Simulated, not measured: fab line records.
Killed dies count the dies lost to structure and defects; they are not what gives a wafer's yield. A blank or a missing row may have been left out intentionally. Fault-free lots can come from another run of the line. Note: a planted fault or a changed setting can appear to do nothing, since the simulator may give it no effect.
fab line records	flow nandHarc
record lots=7	wafers=21	lastDay=24
route steps=1159 shown P_ZERO_WELL@60 P_STI@69 END@1159
lots untouched by any fault: they come from a run of this same line in which no faults occurred
startH: start of the lot's first displayed wafer, in hours after the record's first day	waitH: hours elapsed since this lot's preceding step	" same as the row above	L1.1+2: a row that stands for several wafers	- either no value or no given start	* or withheld: withheld	< > ~ a bound
route shown NAME@n: a module of which the file shows steps, and the number in the route of the first	usual: the fault-free wafers' mean and standard deviation	same: alike in all rows	chamber/n: place in a boat	sites: per-site readings	_std_site: how widely they spread, as a standard deviation	_edge_site: the outer-site mean with the inner-site mean subtracted	radiusMm: how far each site lies from the wafer's centre	mask NAME#n: copy n	behind: the last tool/chamber to shape the wafer	hold: what put the lot on hold/how long, in hours/how the hold closed	device: which transistor (n, p or np) failed to switch	end of line: the tests these same wafers got at the end of their route	for a step that has no rows: nothing shown but its recipe	killed: not the wafer's yield, but the dies lost to structure and defects at the first sort	map: dies across one wafer; x = killed, . = not, _ = none there
set.NAME: the setting the step ran with; set.NAME@STEP: the setting that earlier step ran with	model.NAME: the simulator's own value behind a step, which no gauge read
lots seen at some steps along the route; tables by step, rows by wafer
services: the hour from which a tool's chamber was out of use, counted from the record's first day as startH (under 0 if before that day), plus the number of hours and why
## steps
# step NHARC_P_ZERO_WELL_HARDBAKE_53
# recipe tempC=125	timeS=80
# step NHARC_P_ZERO_WELL_DESCUM_54
# recipe timeS=3	o2FlowSccm=200	arFlowSccm=0	biasPowerW=0	chemistry=O2
# usual drypumpMotorCurrentA=5.81/0.3	oesProductAu=1.002/0.012	rfVppV=57.9/0.81	showerheadPlenumPTorr=1.93/0.09	throttleValvePct=11.312/0.009
lot.wafer	tool	chamber	startH	waitH	drypumpMotorCurrentA	oesProductAu	rfHoursCounterH	rfVppV	showerheadPlenumPTorr	throttleValvePct
L823.3	rieDiel-07	2	23.91	-	6.08	1.017	10	56.8	1.93	11.317
L823.1	"	0	"	"	5.62	0.993	10	56.6	1.91	11.315
L823.6	"	2	"	"	6.14	1.012	-	59.4	1.93	11.304
L828.2	rieDiel-09	3	53.81	-	5.32	1.000	9	57.9	2.06	11.310
L828.3	"	0	"	"	5.79	1.013	9	58.9	2.06	11.321
L828.4	"	1	"	"	5.61	1.016	9	58.9	1.84	11.322
L830.2	rieDiel-09	1	65.94	-	5.59	1.027	10	57.3	1.84	11.315
L830.5	"	3	"	"	5.30	1.013	-	58.8	2.06	11.323
L830.6	"	0	"	"	5.78	1.015	-	57.5	2.06	11.322
L835.1	rieDiel-01	1	95.79	-	5.39	1.002	8	58.5	1.96	11.305
L835.5	"	1	"	"	5.37	1.002	-	57.5	1.96	11.310
L835.6	"	0	"	"	6.06	1.002	-	58.7	2.01	11.296
L837.3	rieDiel-07	1	107.87	-	5.99	1.011	4	58.2	1.84	11.333
L837.1	"	2	"	"	6.08	1.005	4	58.5	1.93	11.308
L837.5	"	3	"	"	6.29	1.003	-	57.4	1.79	11.304
L838.3	rieDiel-09	3	113.81	-	5.33	0.993	2	57.5	2.06	11.308
L838.5	"	2	"	"	5.73	0.994	-	57.4	1.86	11.293
L838.6	"	3	"	"	5.32	1.000	-	58.0	2.06	11.309
L842.4	rieDiel-07	2	137.72	-	6.10	0.984	6	56.7	1.93	11.314
L842.2	"	0	"	"	5.63	0.990	5	55.9	1.91	11.313
L842.6	"	3	"	"	6.27	1.009	-	57.0	1.79	11.289
# step NHARC_P_ZERO_WELL_IMPLANT_55
# recipe energyKev=180	doseCm2=8e+11	tiltDeg=7
# step NHARC_P_ZERO_WELL_IMPLANT_61
# recipe energyKev=30	doseCm2=5e+11	tiltDeg=7
# step NHARC_P_ZERO_WELL_STRIP_56
# recipe timeS=840	tempC=130	chemistry=SPM
# step NHARC_P_ZERO_WELL_PRECLEAN_68
# recipe timeS=60	tempC=50	bathAgeMin=0	chemistry=SC1
# step NHARC_P_ZERO_WELL_SRD_69
# step NHARC_P_ZERO_WELL_RTA_42
# recipe tempC=1100	timeS=300
# usual lampPowerPct=37.5/0.46	lamp_zone_2_pct=37.5/0.46	wafer_temp_C_max=1103.5/0.91
lot.wafer	tool	chamber	startH	waitH	lampPowerPct	lamp_zone_2_pct	wafer_temp_C_max
L823.1	rtpAnneal-01	0	24.97	-	38.1	38.0	1103.7
L823.3	"	0	"	"	38.0	38.1	1103.0
L823.6	"	0	"	"	38.0	38.0	1104.8
L828.2	rtpAnneal-02	0	54.89	-	37.1	37.1	1103.3
L828.3	"	0	"	"	37.1	37.1	1103.3
L828.4	"	0	"	"	37.2	37.1	1104.7
L830.2	rtpAnneal-01	0	67.01	-	38.1	38.1	1103.5
L830.5	"	0	"	"	38.1	38.1	1102.5
L830.6	"	0	"	"	38.1	38.0	1104.2
L835.1	rtpAnneal-02	0	96.88	-	37.1	37.0	1104.2
L835.5	"	0	"	"	37.1	37.1	1104.1
L835.6	"	0	"	"	37.1	37.0	1102.1
L837.1	rtpAnneal-02	0	108.82	-	37.1	37.1	1103.1
L837.3	"	0	"	"	37.1	37.1	1102.5
L837.5	"	0	"	"	37.1	37.1	1102.7
L838.3	rtpAnneal-01	0	114.99	-	38.0	38.0	1104.1
L838.5	"	0	"	"	38.0	37.9	1104.3
L838.6	"	0	"	"	38.0	38.0	1104.0
L842.2	rtpAnneal-01	0	138.80	-	38.1	38.1	1103.4
L842.4	"	0	"	"	38.1	38.1	1105.6
L842.6	"	0	"	"	38.1	38.1	1104.2
# step NHARC_P_ZERO_WELL_INSPECT_43
# usual rawDefectCount=13/6
lot.wafer	tool	chamber	startH	waitH	rawDefectCount
L823.1	defectInspect-01	-	25.68	0.6	17
L823.3	"	-	"	"	16
L823.6	"	-	"	"	20
L828.2	defectInspect-02	-	55.47	0.5	15
L828.3	"	-	"	"	16
L828.4	"	-	"	"	13
L830.2	defectInspect-01	-	67.58	0.5	13
L830.5	"	-	"	"	14
L830.6	"	-	"	"	16
L835.1	defectInspect-02	-	97.55	0.6	12
L835.5	"	-	"	"	10
L835.6	"	-	"	"	14
L837.1	defectInspect-01	-	109.51	0.6	12
L837.3	"	-	"	"	14
L837.5	"	-	"	"	13
L838.3	defectInspect-02	-	115.45	0.4	7
L838.5	"	-	"	"	14
L838.6	"	-	"	"	14
L842.2	defectInspect-02	-	139.38	0.5	22
L842.4	"	-	"	"	9
L842.6	"	-	"	"	20
# step NHARC_P_STI_ETCH_26
# recipe targetDepthA=110	chemistry=dHF	material=SiO2
# step NHARC_P_STI_PRECLEAN_27
# recipe timeS=*	tempC=50	bathAgeMin=0	chemistry=SC1
# step NHARC_P_STI_SRD_28
# step NHARC_P_STI_OXIDE_29
# recipe targetThkA=100	tempC=900	oxTimeS=1362	material=SiO2
lot.wafer	tool	chamber	startH	waitH
L823.1+3+6	furnace-06	0	31.08	-
L828.2+3+4	furnace-03	0	63.81	-
L830.2+5+6	furnace-08	0	71.55	-
L835.1+5+6	furnace-03	0	103.75	-
L837.1+3+5	furnace-08	0	110.19	-
L837.1+3+5	furnace-06	0	115.25	1.3
L838.3+5+6	furnace-06	0	119.71	-
L838.3+5+6	furnace-06	0	126.89	3.5
L842.2+4+6	furnace-03	0	140.23	-
L842.2+4+6	furnace-03	0	144.32	0.4
# step NHARC_P_STI_HM_DEP_30
# recipe targetThkA=800	tempC=790	pressureMtorr=300	timeS=873	material=Si3N4
# step NHARC_END_SORT_01
# recipe tempC=25
# usual killedAtArray=24/8.7	killedAtOther=0.8/1.2	killedAtPeriphery=3.6/2.3	killedDies=28/8.9	killedOpen=3.2/1.9	killedShort=2.0/1.6
# same grossDies=677
lot.wafer	tool	chamber	startH	waitH	killedAtArray	killedAtOther	killedAtPeriphery	killedDies	killedOpen	killedShort
L823.1	prober-01	0	464.62	2.5	16	0	5	21	5	2
L823.3	prober-01	0	466.21	3.1	22	1	5	28	5	6
L823.6	prober-01	0	468.60	4.0	20	1	0	21	1	0
L837.1	prober-01	0	561.72	2.6	29	0	3	32	3	2
L837.3	prober-01	0	563.33	3.1	22	0	3	25	3	1
L837.5	prober-01	0	564.95	3.7	29	1	0	30	2	2
L842.2	prober-02	0	570.39	2.8	28	0	3	31	1	0
L842.4	prober-02	0	571.99	3.4	24	0	3	27	0	1
L842.6	prober-02	0	573.60	4.0	29	0	4	33	2	3
# killed by level:class
L823.1 A_SLIT:chamberFilmFlake=8 P_GATE:geometricParticle:open=3 A_WL_FILL:chamberFilmFlake=2 P_M0:geometricParticle:short=1 A_CHANNEL_FILL_D1:geometricParticle:open=1 A_WL_FILL:geometricParticle:open=1 A_CONTACT:geometricParticle:short=1 P_STI:chamberFilmFlake=1
L823.3 A_SLIT:chamberFilmFlake=7 A_STAIRCASE:chamberFilmFlake=4 A_CHANNEL_HOLE_D1:chamberFilmFlake=3 P_GATE:geometricParticle:open=2 A_CHANNEL_FILL_D1:geometricParticle:short=2 A_WL_FILL:chamberFilmFlake=2 P_STI:geometricParticle:open=1 P_GATE:geometricParticle:short=1
L823.6 A_STAIRCASE:chamberFilmFlake=7 A_SLIT:chamberFilmFlake=6 A_CHANNEL_HOLE_D1:chamberFilmFlake=4 A_WL_FILL:chamberFilmFlake=2 A_SOURCE_PLATE:geometricParticle:open=1 THIN_TSV:chamberFilmFlake=1
L837.1 A_SLIT:chamberFilmFlake=14 A_CHANNEL_HOLE_D1:chamberFilmFlake=11 P_M1:geometricParticle:open=2 A_SGD_CUT:geometricParticle:open=1 A_WL_FILL:geometricParticle:short=1 A_CONTACT:geometricParticle:short=1 P_GATE:chamberFilmFlake=1 A_STAIRCASE:chamberFilmFlake=1
L837.3 A_SLIT:chamberFilmFlake=15 A_CHANNEL_HOLE_D1:chamberFilmFlake=2 P_M1:geometricParticle:open=1 A_ONON_D1:geometricParticle:open=1 A_M0:geometricParticle:open=1 A_M0:geometricParticle:short=1 P_ZERO_WELL:chamberFilmFlake=1 P_STI:chamberFilmFlake=1
L837.5 A_SLIT:chamberFilmFlake=16 A_CHANNEL_HOLE_D1:chamberFilmFlake=9 A_ONON_D1:geometricParticle:short=1 A_SLIT:geometricParticle:short=1 A_WL_FILL:geometricParticle:open=1 STARTING-WAFER:geometricParticle:open=1 A_STAIRCASE:chamberFilmFlake=1
L842.2 A_SLIT:chamberFilmFlake=17 A_CONTACT:chamberFilmFlake=4 A_CHANNEL_HOLE_D1:chamberFilmFlake=3 P_GATE:chamberFilmFlake=2 A_STAIRCASE:chamberFilmFlake=2 A_SGD_CUT:geometricParticle:open=1 P_STI:chamberFilmFlake=1 A_WL_FILL:chamberFilmFlake=1
L842.4 A_SLIT:chamberFilmFlake=11 A_CHANNEL_HOLE_D1:chamberFilmFlake=5 A_CONTACT:chamberFilmFlake=5 A_CHANNEL_HOLE_D1:geometricParticle:short=1 P_ZERO_WELL:chamberFilmFlake=1 P_GATE:chamberFilmFlake=1 P_M1:chamberFilmFlake=1 A_STAIRCASE:chamberFilmFlake=1
L842.6 A_SLIT:chamberFilmFlake=13 A_CONTACT:chamberFilmFlake=6 A_CHANNEL_HOLE_D1:chamberFilmFlake=4 P_M1:chamberFilmFlake=3 P_GATE:geometricParticle:open=1 A_CHANNEL_HOLE_D1:geometricParticle:short=1 A_CHANNEL_FILL_D1:geometricParticle:short=1 A_CONTACT:geometricParticle:short=1
## services
tool	chamber	startH	hours	kind
rieDiel-07	0	5.73	-	clean
rieDiel-07	1	5.73	-	clean
rieDiel-07	2	5.73	-	clean
rieDiel-07	3	5.73	-	clean
rieDiel-09	0	7.10	-	clean
rieDiel-09	1	7.10	-	clean
rieDiel-09	2	7.10	-	clean
rieDiel-09	3	7.10	-	clean
rieDiel-09	-	9.60	0.7	repair
rieDiel-07	2	15.70	7.7	repair
furnace-08	-	19.58	26.0	pm
rieDiel-01	2	34.16	6.6	repair
rieDiel-09	1	42.56	4.5	repair
rieDiel-07	3	43.39	5.4	repair
rieDiel-01	2	43.56	7.0	repair
rieDiel-07	-	51.20	9.0	pm
rieDiel-07	0	76.63	3.3	repair
rieDiel-09	-	77.10	9.0	pm
rieDiel-01	2	95.14	6.2	repair
rieDiel-07	3	100.00	7.4	repair
rieDiel-07	1	109.51	13.7	repair
rieDiel-07	0	112.30	3.6	repair
rieDiel-07	2	123.05	2.3	repair
rieDiel-01	-	137.82	9.0	pm
## key
firstSign step=NHARC_P_STI_OXIDE_29	reading=visit	direction=added
effect none on later readings
metAt NHARC_P_STI_OXIDE_29
struckWafers L837.1,L837.3,L837.5,L838.3,L838.5,L838.6,L842.2,L842.4,L842.6
testerLeftOut L837,L838,L842
fault kind=repeatedStepWhole	tool=furnace-03,furnace-06,furnace-08	chamber=-	onsetH=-	steps=NHARC_P_STI_OXIDE_29	times=1	scope=struckLotsOnly
# testerLeftOut: of these lots the tester's yield and bins aren't shown, on N5 and GAA mostly nor the transistor test; their killed dies are dies lost to structure and defects alone, not to doping, threshold or leakage, so they don't give the yield
